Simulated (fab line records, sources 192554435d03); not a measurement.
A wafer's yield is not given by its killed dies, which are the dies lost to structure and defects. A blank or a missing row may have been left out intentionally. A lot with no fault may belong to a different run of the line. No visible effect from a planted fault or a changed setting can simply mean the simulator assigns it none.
Struck lot and sound lot, side by side | flow n5 finfet | 39 out of 1938 route steps
Sound: the wafers L802.3, L802.4, L802.5. Wafers struck: L795.1, L795.4, L795.5. The cause is named last.
At each step with rows: each side's tool, then ch and its chambers, then its first start. Under that, the readings that differ: sound wafers | struck wafers | difference of the means | sigmas: that difference in standard deviations of wafers without a fault.
alike: readings whose means differ by less than 2 such deviations, and words and numbers that are the same on both sides. not compared: withheld readings, readings that some wafer has no value for, bounds like >300 that may hide the same value, and numbers for which the record gives no deviation and whose values overlap.
A row with sigmas, a row that says differs or no value, or rows on one side alone: a step with any of these is where the two part. Non-overlapping numbers with no deviation appear without sigmas and do not part them. A reading that every wafer of one side lacks parts them only if that side has two wafers or more.

first, 9 steps without rows for these wafers: N5_BEOL_M4_ANNEAL_95 (time 240 s); N5_BEOL_M4_SPUTTER_96 (material Cu, target thk 4.5 nm, time 8.29 s); N5_BEOL_M4_ECD_50 (material Cu, target thk 300 nm); N5_BEOL_M4_ANNEAL_51 (time 90 s); N5_BEOL_M4_CMP_52 (polishes, stops on SiOC, t overpolish 6.8 s, target thk 40 nm); N5_BEOL_M4_PRE_CLEAN_60 (time 15 s); N5_BEOL_M4_CO_CAP_55 (material Co, precursor CCTBA/H2, target thk 2 nm, time 102.1 s); N5_BEOL_M4_PRE_CLEAN_56 (time 15 s); N5_BEOL_M4_DEP_57 (deposits SiCN from 3MS/NH3, target thk 8 nm, time 14 s).
N5_BEOL_M4_RC_MEAS_101:
  sound on prober-01 ch 0, day 13 12:15; struck on prober-02 ch 0, day 11 12:59
  alike: DIBL_N, DIBL_P, IOFF_N, IOFF_P, ION_N, ION_P, SS_N, SS_P, VT_N, VT_P
then, 24 steps without rows for these wafers: N5_BEOL_M5_ILD_DEP_00 (deposits SiCOH lowk from DEMS/porogen, target thk 140.64 nm, time 25.9 s); N5_BEOL_M5_CURE_79 (cures SiCOH lowk, time 240 s); N5_BEOL_M5_PECVD_70 (deposits SiO2 from TEOS/O2, target thk 16 nm, time 18 s); N5_BEOL_M5_HM_DEP_02 (deposits TiN, target thk 20 nm); N5_BEOL_M5_COAT_59 (time 60 s, resist thk 60 nm); N5_BEOL_M5_COAT_60 (time 60 s, resist thk 12 nm); N5_BEOL_M5_COAT_71 (time 60 s, resist thk 5 nm); N5_BEOL_M5_COAT_05 (resist thk 30 nm); N5_BEOL_M5_EBR_07; N5_BEOL_M5_SOFTBAKE_06 (time 60 s); N5_BEOL_M5_EXPOSE_08 (exposes mask M5, target cd 28 nm); N5_BEOL_M5_PEB_09 (peb time 60 s); N5_BEOL_M5_DEVELOP_10 (develop time 30 s); N5_BEOL_M5_DESCUM_16 (chemistry O2, time 7 s); N5_BEOL_M5_ETCH_72 (etches underlayer in N2/H2, target depth 6.5 nm, time 5.2 s); N5_BEOL_M5_ETCH_61 (etches SiARC in CF4, target depth 15.6 nm, time 26 s); N5_BEOL_M5_ETCH_62 (etches SOC in N2/H2, target depth 75 nm, overetch 15 nm, time 112.5 s); N5_BEOL_M5_STRIP_63 (strips in N2/H2); N5_BEOL_M5_STRIP_73 (strips in N2/H2); N5_BEOL_M5_STRIP_64 (strips in CF4); N5_BEOL_M5_HM_OPEN_17 (chemistry Cl2/BCl3, target TiN, target depth 20 nm, overetch 6 nm); N5_BEOL_M5_STRIP_19 (strips in O2); N5_BEOL_M5_COAT_65 (time 60 s, resist thk 60 nm); N5_BEOL_M5_COAT_66 (time 60 s, resist thk 12 nm).
-- record jumps: 4 days separate the struck wafers' starts on either side; left off in module BEOL_M5, taken up again in module BEOL_M14, whose first shown step is the route's number 1767 --
N5_BEOL_M14_CMP_49: polishes, stops on SiO2, t overpolish 5.2 s, target thk 560 nm.
  sound on cmp-02 ch 0,1,3, day 17 03:23; struck on cmp-01 ch 2,3, day 15 07:49
  no value came back on the struck wafers for any of 6 readings (barrier field endpoint s (s), clearing platen down force psi (psi) and others); on the sound wafers barrier field endpoint s (s) reads 11.33 11.29 11.26
  reading                                 | sound             | struck         | difference | sigmas
  model.Cu_of_BEOL_M14_ECD_47.thk nm (nm) | 571.4 563.6 561.2 | 1261 1244 1256 | +688       |
N5_BEOL_M14_THK_MEAS_50: measures by xrf.
  sound on film metro-02, day 17 03:36; struck on film metro-01, day 15 08:07
  reading      | sound       | struck         | difference | sigmas
  M14_THK (nm) | 568 559 560 | 1231 1208 1221 | +658       | +55
N5_BEOL_M14_RS_MEAS_54: uses a four-point probe to measure.
  sound on film metro-01, day 17 03:44; struck on film metro-01, day 15 08:14
  reading         | sound                | struck               | difference | sigmas
  M14_RS (ohm/sq) | 0.0325 0.0329 0.0331 | 0.0134 0.0136 0.0135 | -0.0193    | -26
N5_BEOL_M14_INSPECT_55: inspects for defects (darkfield).
  sound on defect inspect-01, day 17 03:46; struck on defect inspect-01, day 15 08:16
  reading          | sound    | struck         | difference | sigmas
  raw defect count | 34 50 47 | 6663 6328 6441 | +6434      | +99 or more
N5_PASSIVATION_PROBE_49:
  sound on prober-01, day 18 06:59; struck on prober-01, day 16 09:59
  reading                  | sound          | struck         | difference | sigmas
  defect limited yield (%) | 89.2 88.0 85.9 | 0 0 0          | -88        | -55
  killed_at_M4_up          | 17 32 24       | 1070 1107 1102 | +1069      | +99 or more
  killed dies              | 127 142 166    | 1180 1180 1180 | +1035      | +54
  killed on rim            | 19 18 17       | 152 152 152    | +134       | +34
  killed short             | 46 46 68       | 41 33 32       | -18        | -2
  sort_bin_6_memory (%)    | 4.3 5.4 4.7    | 3.3 3.2 3.0    | -1.6       | -2
  sort n pass              | 1053 1038 1014 | 0 0 0          | -1035      | -47
  sort yield pct (%)       | 89.2 88.0 85.9 | 0 0 0          | -88        | -46
  alike: killed_at_M0_to_M3, killed at contacts, killed at front end, killed at other, killed open, sort_bin_5_function

== WHERE THEY PART ==
At N5_BEOL_M14_CMP_49 first; at N5_PASSIVATION_PROBE_49 last (within this record only).

WHY: what had been put in by the simulator
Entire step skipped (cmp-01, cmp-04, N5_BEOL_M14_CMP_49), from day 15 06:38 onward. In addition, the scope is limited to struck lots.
